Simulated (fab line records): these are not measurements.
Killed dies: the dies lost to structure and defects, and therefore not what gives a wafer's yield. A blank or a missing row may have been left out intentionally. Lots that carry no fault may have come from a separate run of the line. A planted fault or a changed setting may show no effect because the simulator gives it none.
8D (eight disciplines) problem report, filled in by code || flow nandHarc || the parts of the form that need people (team, actions taken, sign-off) are left out

## 1. WHAT IS WRONG
Wafers without a fault read 23.8 s, standard deviation 0.31; runLengthS at NHARC_P_GATE_DESCUM_61 reads a mean of 21.8 s on 3 wafers belonging to 2 lots. Relative to the usual mean, that is a shift of -6.5 standard deviations.
The step: chemistry O2, time 3 s.
The first sign was on wafer L692.4 at day 10 05:43, on rieDiel-12. The record holds 36 wafers of 12 lots with a number at this step. The rule behind "out" and "out of limits": a value lying over 4 standard deviations away from the usual mean. Any other wafer with a number is counted as sound.

## 2. WHAT IT IS; WHAT IT IS NOT
{"question": "which readings at this step", "is": "runLengthS", "is not": "drypumpMotorCurrentA, oesProductAu, rfVppV, showerheadPlenumPTorr, throttleValvePct"}
{"question": "which lots", "is": "L692, L694", "is not": "L681, L682, L683, L691, L695, L696, L697, L698, L703, L704"}
{"question": "which wafers of those lots", "is": "L692.4, L694.2, L694.4", "is not": "L692.1, L692.3, L694.5"}
{"question": "read on which tools", "is": "rieDiel-12", "is not": "rieDiel-04, rieDiel-11"}
{"question": "when", "is": "from day 10 05:43", "is not": "up to then (14 sound wafers); but 19 sound wafers of L694, L695, L696, L697, L698, L703, L704 came after"}

## 3. THE SUSPECTS, EACH WITH WHAT RULES IT OUT
Counting: a tool at a process step up to the reading stays a suspect if it ran every lot that is out. Sound lots after the first of them don't rule it out here, since some wafers of a struck lot are sound.
- rieDiel-12 at NHARC_P_GATE_DESCUM_61 (chemistry O2, time 3 s): kept. Ran every lot that is out, first one L692 (day 10 05:43); last sound lot up to then L691 (day 9 23:12). Its own runLengthS readings are out on those wafers.
- rieDiel-12, NHARC_P_GATE_DESCUM_61: wafers that are out in chamber 0, sound lot-mates in chambers 2, 3.
The count leaves rieDiel-12 at NHARC_P_GATE_DESCUM_61.

## 4. THE CAUSE (what the simulator had put in)
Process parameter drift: rieDiel-12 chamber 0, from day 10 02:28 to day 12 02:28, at NHARC_P_GATE_DESCUM_61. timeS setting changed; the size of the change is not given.
Counting left only this tool.

## 5. THE EFFECT CHAIN, in route order
One row per reading whose mean, taken over the struck wafers that have a number, lies over 3 standard deviations from the usual. Readings are gone through only where the record gives a usual standard deviation; hours: the median, over the lots, of the time from a lot's start at the first step in this table giving one to that lot's start at this step; sigmas: the change measured in usual standard deviations.
{"hours": 0, "step": "NHARC_P_GATE_DESCUM_61", "reading": "runLengthS", "usual": "23.8 s", "on struck wafers": 21.8, "change": -2.0, "sigmas": -6.5}
Process steps it contains:
- NHARC_P_GATE_DESCUM_61: chemistry O2, time 3 s.

## 6. HOW IT WOULD HAVE BEEN CAUGHT EARLIER
In this record the first reading out of limits was taken at day 10 05:43, 3 hours after the fault began at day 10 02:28.
